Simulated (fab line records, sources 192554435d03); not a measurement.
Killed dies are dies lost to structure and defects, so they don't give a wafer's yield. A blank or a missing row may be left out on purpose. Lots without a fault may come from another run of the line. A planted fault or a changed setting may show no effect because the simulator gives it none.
Which tool did it? | flow n5_finfet | 11 lots, 31 wafers sampled, at 3 steps of a route of 1938

WHAT THE GAUGES READ, wafer by wafer
N5_PMOS_HMC_CHANNEL_EPI_THK_MEAS_22. Usual: HMC_CMP_THK 54.2 nm, standard deviation 1.1.
lot  | measured    | on            | HMC_CMP_THK (nm) | flag
L688 | day 1 20:09 | film_metro-01 | 55.5 54.0 55.8   |
L692 | day 2 19:40 | film_metro-02 | 53.1 54.2 54.2   |
L693 | day 3 01:56 | film_metro-01 | 55.2 52.1 54.8   |
L694 | day 3 08:13 | film_metro-01 | 54.8 55.2 55.1   |
L700 | day 4 20:07 | film_metro-01 | 54.4 37.2        | OFF
L704 | day 5 19:34 | film_metro-01 | 54.9 38.8        | OFF
L705 | day 6 01:28 | film_metro-02 | 52.7 52.2 52.2   |
L707 | day 6 13:53 | film_metro-01 | 53.2 53.3 55.1   |
L708 | day 6 20:30 | film_metro-02 | 55.4 52.1 53.0   |
L709 | day 7 02:13 | film_metro-02 | 55.1 54.6 55.5   |
L710 | day 7 07:17 | film_metro-02 | 53.0 53.3 56.3   |

WHICH TOOL RAN EACH LOT (tool, then ch and the chambers of the sampled wafers, then the start)
lot  | N5_PMOS_HMC_CHANNEL_EPI_FIN_RECESS_16 | N5_PMOS_HMC_CHANNEL_EPI_CMP_21
L688 | rie_si-05 ch 0,2,3, day 1 18:13       | cmp-01 ch 1,2,3, day 1 19:52
L692 | rie_si-04 ch 0,3, day 2 17:39         | cmp-01 ch 0,1, day 2 19:10
L693 | rie_si-04 ch 1,2, day 2 23:44         | cmp-02 ch 0,1, day 3 01:41
L694 | rie_si-06 ch 1,3, day 3 06:25         | cmp-02 ch 0,3, day 3 07:55
L700 | rie_si-04 ch 0,3, day 4 18:19         | cmp-02 ch 1,3, day 4 19:56
L704 | rie_si-04 ch 0,2, day 5 17:47         | cmp-02 ch 2, day 5 19:16
L705 | rie_si-05 ch 1,3, day 5 23:40         | cmp-02 ch 0,2,3, day 6 01:10
L707 | rie_si-05 ch 0,1,3, day 6 12:04       | cmp-04 ch 0,1,2, day 6 13:42
L708 | rie_si-05 ch 0,1,3, day 6 18:17       | cmp-04 ch 0,2, day 6 20:12
L709 | rie_si-06 ch 0,3, day 6 23:59         | cmp-02 ch 0,2,3, day 7 01:59
L710 | rie_si-05 ch 1,2,3, day 7 05:29       | cmp-01 ch 0,3, day 7 07:02
- N5_PMOS_HMC_CHANNEL_EPI_FIN_RECESS_16: chemistry HBr/Cl2, target Si, target depth 54 nm, time 18 s.
- N5_PMOS_HMC_CHANNEL_EPI_CMP_21: polishes SiGe30, target thk 54 nm.

WHAT THE TOOLS THEMSELVES READ (means of the sampled wafers that have a number; where no wafer has one, the mark that the record gives instead)
N5_PMOS_HMC_CHANNEL_EPI_FIN_RECESS_16. Usual: chamber_pressure_mTorr 10.001 mTorr, standard deviation 0.0091; drypump_motor_current_A 5.9 A, standard deviation 0.35; oes_product_au 0.999 a.u., standard deviation 0.016; throttle_valve_pct 35.4 %, standard deviation 0.35.
lot  | tool      | chamber_pressure_mTorr (mTorr) | drypump_motor_current_A (A) | oes_product_au (a.u.) | throttle_valve_pct (%) | flag
L688 | rie_si-05 | 10.003                         | 5.8                         | 0.987                 | 35.7                   |
L692 | rie_si-04 | 10.005                         | 5.6                         | 0.997                 | 35.6                   |
L693 | rie_si-04 | 10.008                         | 5.9                         | 0.994                 | 35.1                   |
L694 | rie_si-06 | 9.990                          | 6.2                         | 1.011                 | 35.2                   |
L700 | rie_si-04 | 10.012                         | 5.6                         | 1.004                 | 35.5                   |
L704 | rie_si-04 | 10.012                         | 5.8                         | 0.998                 | 35.4                   |
L705 | rie_si-05 | 10.007                         | 6.1                         | 0.980                 | 35.7                   |
L707 | rie_si-05 | 10.001                         | 5.8                         | 0.986                 | 35.7                   |
L708 | rie_si-05 | 10.004                         | 5.7                         | 0.983                 | 35.7                   |
L709 | rie_si-06 | 10.005                         | 5.6                         | 1.025                 | 35.4                   |
L710 | rie_si-05 | 9.996                          | 6.1                         | 0.993                 | 35.7                   |

N5_PMOS_HMC_CHANNEL_EPI_CMP_21. Usual: motor_current_A 12.2 A, standard deviation 1.4.
lot  | tool   | motor_current_A (A) | flag
L688 | cmp-01 | 11.3                |
L692 | cmp-01 | 12.2                |
L693 | cmp-02 | 14.0                |
L694 | cmp-02 | 12.7                |
L700 | cmp-02 | 13.9                |
L704 | cmp-02 | 11.8                |
L705 | cmp-02 | 12.4                |
L707 | cmp-04 | 11.6                |
L708 | cmp-04 | 10.7                |
L709 | cmp-02 | 12.4                |
L710 | cmp-01 | 12.2                |

THE ANSWER, worked out from the rows above alone
Rule: a lot is off if the mean of its wafers that have a number lies more than 3 standard deviations from the usual mean. A lot without any number at a reading at which 4 lots or more have one is off too. The other lots that the step has rows for count as sound. The gauges are gone through in route order, then the tools' own readings, and for those a lot's mean is taken as printed above. The first step at which some lot is off is used, and at that step the reading that is off furthest; a lot without a number counts as furthest.
Off: L700, L704, at N5_PMOS_HMC_CHANNEL_EPI_THK_MEAS_22 (HMC_CMP_THK).
A tool fits if, at a process step before that reading, it ran every lot that is off, and no sound lot after the first of them. The gauges at N5_PMOS_HMC_CHANNEL_EPI_THK_MEAS_22 are tried like those tools. One fits: rie_si-04 at N5_PMOS_HMC_CHANNEL_EPI_FIN_RECESS_16. Its last sound lot is L693 (day 2 23:44), its first lot that is off L700 (day 4 18:19): a fault that began between those two fits.

WHAT THE SIMULATOR HAD PUT IN
Process parameter drift: rie_si-04, from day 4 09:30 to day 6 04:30, at N5_PMOS_HMC_CHANNEL_EPI_FIN_RECESS_16. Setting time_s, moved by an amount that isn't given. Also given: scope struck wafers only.
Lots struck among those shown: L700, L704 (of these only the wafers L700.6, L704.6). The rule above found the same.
